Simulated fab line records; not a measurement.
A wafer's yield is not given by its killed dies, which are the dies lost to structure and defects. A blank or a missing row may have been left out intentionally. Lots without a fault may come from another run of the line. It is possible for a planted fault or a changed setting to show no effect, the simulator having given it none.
Matching of chambers    flow nandHarc    3 sister chambers for NHARC_P_M1_PRE_CLEAN_32 on pecvd-02
The step time 12 s. 14 wafers are shown with their chamber, then 7 later ones without.

WAFERS WITH THEIR CHAMBER
wafer   chamber  heaterPowerW (W)
L754.1  0        662
L754.2  2        602
L754.3  1        668
L756.1  0        720
L756.4  2        582
L756.6  0        732
L769.1  2        628
L769.4  0        741
L769.6  1        592
L771.3  1        629
L771.4  0        744
L771.5  2        638
L772.2  0        699
L772.4  2        566

SIGNATURES (averages over the wafers above)
reading       chamber 0  chamber 1  chamber 2  scatter within a chamber
heaterPowerW  716.33     629.67     603.20     32.2
Rule: distance of a wafer from a chamber = root of the sum over the readings of ((wafer's reading minus chamber's mean) / reading's scatter) squared. If the next closest chamber is less than 2 further off than the closest, the wafer can't be placed; otherwise it belongs to the closest. How the scatter is found: for the shown wafers, subtract from each reading the mean of its chamber, square and add these, divide the total by (wafers less chambers), then take the root.

WAFERS WITHOUT THEIR CHAMBER
wafer   heaterPowerW (W)
L772.6  684
L773.1  653
L773.3  653
L773.6  651
L774.1  588
L774.4  574
L774.5  649

WHICH CHAMBER EACH WENT THROUGH
wafer   from the rows above           in truth
L772.6  can't be placed: 0 or 1 or 2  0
L773.1  can't be placed: 1 or 2 or 0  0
L773.3  can't be placed: 1 or 2 or 0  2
L773.6  can't be placed: 1 or 2 or 0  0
L774.1  can't be placed: 2 or 1       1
L774.4  can't be placed: 2 or 1       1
L774.5  can't be placed: 1 or 2 or 0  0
Correctly placed: 0 of 7. Cannot be placed on the basis of these rows: 7; the candidates contain the true chamber in 7. 0 placed wrongly.
